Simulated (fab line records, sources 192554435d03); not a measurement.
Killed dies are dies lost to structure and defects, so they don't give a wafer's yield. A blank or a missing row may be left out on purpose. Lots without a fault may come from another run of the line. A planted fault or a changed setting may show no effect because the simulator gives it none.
Which tool did it? | flow n5_finfet | 24 lots, 72 wafers sampled, at 1 step of a route of 1938

WHAT THE GAUGES READ, wafer by wafer
N5_FIN_SAQP_INSPECT_18: inspects for defects (brightfield).
lot  | measured    | on                | raw_defect_count
L074 | day 1 22:31 | defect_inspect-01 | 514 354 333
L075 | day 2 04:22 | defect_inspect-02 | 243 417 418
L076 | day 2 11:09 | defect_inspect-02 | 363 419 404
L077 | day 2 17:22 | defect_inspect-02 | 464 428 377
L078 | day 3 00:39 | defect_inspect-01 | 363 390 379
L079 | day 3 05:33 | defect_inspect-01 | 496 418 413
L080 | day 3 10:27 | defect_inspect-02 | 343 377 461
L081 | day 3 15:20 | defect_inspect-02 | 240 322 288
L082 | day 3 22:33 | defect_inspect-02 | 588 446 456
L083 | day 4 06:12 | defect_inspect-01 | 392 457 417
L084 | day 4 11:12 | defect_inspect-02 | 329 505 395
L085 | day 4 17:36 | defect_inspect-01 | 464 368 426
L086 | day 4 22:01 | defect_inspect-01 | 318 359 466
L087 | day 5 04:09 | defect_inspect-01 | 332 247 207
L088 | day 5 09:22 | defect_inspect-01 | 228 282 339
L089 | day 5 15:42 | defect_inspect-01 | 374 369 328
L090 | day 5 21:37 | defect_inspect-01 | 282 518 350
L091 | day 6 03:50 | defect_inspect-02 | 393 694 421
L092 | day 6 11:10 | defect_inspect-02 | 537 532 605
L093 | day 6 16:28 | defect_inspect-02 | 367 478 559
L094 | day 6 21:37 | defect_inspect-01 | 440 481 772
L095 | day 7 03:41 | defect_inspect-02 | 335 306 344
L096 | day 7 10:11 | defect_inspect-02 | 491 518 522
L097 | day 7 16:49 | defect_inspect-01 | 590 374 450

WHICH TOOL RAN EACH LOT (tool, then ch and the chambers of the sampled wafers, then the start)
The record holds no process step before these readings.

WHAT THE TOOLS THEMSELVES READ (means of the sampled wafers that have a number; where no wafer has one, the mark that the record gives instead)
The record holds no such reading with a usual standard deviation.

THE ANSWER, worked out from the rows above alone
Rule: what is usual is taken from the lots themselves. Put in order of their means at a reading, lots are off if they are a third of the lots or fewer, leave a main group of 4 or more, and stand apart from it by a gap of 3 or more times the standard deviation of the main group's means; of several such gaps the widest counts. A main group whose means are all the same, to the digits that the tables above print for the reading, isn't used. A lot without any number at a reading at which 4 lots or more have one is off too. The other lots that the step has rows for count as sound. The gauges are gone through in route order, then the tools' own readings, and for those a lot's mean is taken as printed above. The first step at which some lot is off is used, and at that step the reading that is off furthest; a lot without a number counts as furthest.
No lot is off at any reading shown: from this, nothing can be told.

WHAT THE SIMULATOR HAD PUT IN
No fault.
